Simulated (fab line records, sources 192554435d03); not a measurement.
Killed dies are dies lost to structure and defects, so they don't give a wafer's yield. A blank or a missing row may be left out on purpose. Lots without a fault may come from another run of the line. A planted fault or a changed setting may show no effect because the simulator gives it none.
Chamber matching | flow n5_finfet | N5_BEOL_M12_ETCH_67 on rie_diel-06: 4 sister chambers
The step etches SiARC in CF4, target depth 143 nm, time 238.3 s. 8 wafers are shown with their chamber, then 9 later ones without.

WAFERS WITH THEIR CHAMBER
wafer  | chamber | drypump_motor_current_A (A) | throttle_valve_pct (%)
L081.5 | 0       | 6.1                         | 16.11
L083.6 | 2       | 5.3                         | 15.46
L084.3 | 1       | 5.7                         | 15.51
L084.4 | 3       | 6.0                         | 15.51
L084.5 | 0       | 6.0                         | 16.11
L087.1 | 1       | 5.7                         | 15.53
L087.4 | 3       | 6.0                         | 15.53
L087.6 | 2       | 5.3                         | 15.48

WAFERS WITHOUT THEIR CHAMBER
wafer  | drypump_motor_current_A (A) | throttle_valve_pct (%)
L091.3 | 5.7                         | 15.55
L091.4 | 6.0                         | 15.55
L091.5 | 6.0                         | 16.14
L090.2 | 6.0                         | 16.17
L090.3 | 5.3                         | 15.50
L090.4 | 5.7                         | 15.55
L096.1 | 6.0                         | 15.58
L096.4 | 5.7                         | 15.58
L096.6 | 5.3                         | 15.51

WHICH CHAMBER EACH WENT THROUGH
wafer  | from the rows above | in truth
L091.3 | 1                   | 1
L091.4 | 3                   | 3
L091.5 | 0                   | 0
L090.2 | 0                   | 0
L090.3 | 2                   | 2
L090.4 | 1                   | 1
L096.1 | 3                   | 3
L096.4 | 1                   | 1
L096.6 | 2                   | 2
Placed correctly: 9 of 9. Can't be placed from these rows: 0. Placed wrongly: 0.
How it was worked out, from the rows above alone: a wafer's distance from a chamber is the root of the sum, over the readings, of the square of ((its reading less the chamber's mean) divided by the reading's scatter). The wafer belongs to the nearest chamber; if the next one is less than 2 further off, it can't be placed. A chamber's mean is the mean of its shown wafers. The scatter: the root of (the sum of the squares of (reading less its chamber's mean) over the shown wafers, divided by (wafers less chambers)).
